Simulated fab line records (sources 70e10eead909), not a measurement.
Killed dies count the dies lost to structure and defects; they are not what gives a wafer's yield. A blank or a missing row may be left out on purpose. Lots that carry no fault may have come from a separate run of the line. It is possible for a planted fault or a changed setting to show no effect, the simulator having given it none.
Chamber matching / flow nandHarc / 4 sister chambers for NHARC_P_CONTACT_ALD_22 on aldMetal-03
The step deposits TiN, target thk 3 nm, pulse time 1 s, ald cycles 150. 14 wafers are shown with their chamber, then 7 later ones without.

== WAFERS WITH THEIR CHAMBER ==
wafer=L081.2; chamber=0; heaterPowerW (W)=1164; precursorPulseHeightRel=1.006
wafer=L081.4; chamber=2; heaterPowerW (W)=1090; precursorPulseHeightRel=0.966
wafer=L081.6; chamber=2; heaterPowerW (W)=1121; precursorPulseHeightRel=1.013
wafer=L082.1; chamber=0; heaterPowerW (W)=1185; precursorPulseHeightRel=0.985
wafer=L082.4; chamber=2; heaterPowerW (W)=1143; precursorPulseHeightRel=1.009
wafer=L082.6; chamber=1; heaterPowerW (W)=937; precursorPulseHeightRel=1.011
wafer=L084.2; chamber=0; heaterPowerW (W)=1166; precursorPulseHeightRel=0.991
wafer=L084.4; chamber=1; heaterPowerW (W)=925; precursorPulseHeightRel=1.013
wafer=L084.5; chamber=3; heaterPowerW (W)=1036; precursorPulseHeightRel=1.002
wafer=L087.1; chamber=0; heaterPowerW (W)=1189; precursorPulseHeightRel=1.036
wafer=L087.2; chamber=3; heaterPowerW (W)=1045; precursorPulseHeightRel=0.962
wafer=L087.3; chamber=1; heaterPowerW (W)=950; precursorPulseHeightRel=1.046
wafer=L089.3; chamber=1; heaterPowerW (W)=934; precursorPulseHeightRel=1.000
wafer=L089.4; chamber=3; heaterPowerW (W)=1051; precursorPulseHeightRel=0.999

SIGNATURES (averages over the wafers above)
reading=heaterPowerW; chamber 0=1176.00; chamber 1=936.50; chamber 2=1118.00; chamber 3=1044.00; scatter within a chamber=15.3
reading=precursorPulseHeightRel; chamber 0=1.00450; chamber 1=1.01750; chamber 2=0.99600; chamber 3=0.98767; scatter within a chamber=0.0226
Rule: a wafer lies at a distance from a chamber equal to the root of the sum of squares, over the readings, of (its reading less the chamber's mean, divided by the reading's scatter). If the next closest chamber is less than 2 further off than the closest, the wafer can't be placed; otherwise it belongs to the closest. The scatter: the root of (the sum of the squares of (reading less its chamber's mean) over the shown wafers, divided by (wafers less chambers)).

== WAFERS WITH NO CHAMBER GIVEN ==
wafer=L089.6; heaterPowerW (W)=918; precursorPulseHeightRel=1.020
wafer=L092.1; heaterPowerW (W)=1036; precursorPulseHeightRel=0.998
wafer=L092.3; heaterPowerW (W)=1115; precursorPulseHeightRel=1.014
wafer=L092.4; heaterPowerW (W)=913; precursorPulseHeightRel=1.020
wafer=L094.3; heaterPowerW (W)=1182; precursorPulseHeightRel=1.024
wafer=L094.4; heaterPowerW (W)=1077; precursorPulseHeightRel=1.001
wafer=L094.5; heaterPowerW (W)=1178; precursorPulseHeightRel=1.024

== CHAMBER TAKEN BY EACH ==
wafer=L089.6; from the rows above=1; in truth=1
wafer=L092.1; from the rows above=3; in truth=3
wafer=L092.3; from the rows above=2; in truth=2
wafer=L092.4; from the rows above=1; in truth=1
wafer=L094.3; from the rows above=0; in truth=0
wafer=L094.4; from the rows above=can't be placed: 3 or 2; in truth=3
wafer=L094.5; from the rows above=0; in truth=0
6 of 7 placed correctly. Not placeable from these rows: 1 (in 1, the candidates include the true chamber). Number placed wrongly: 0.
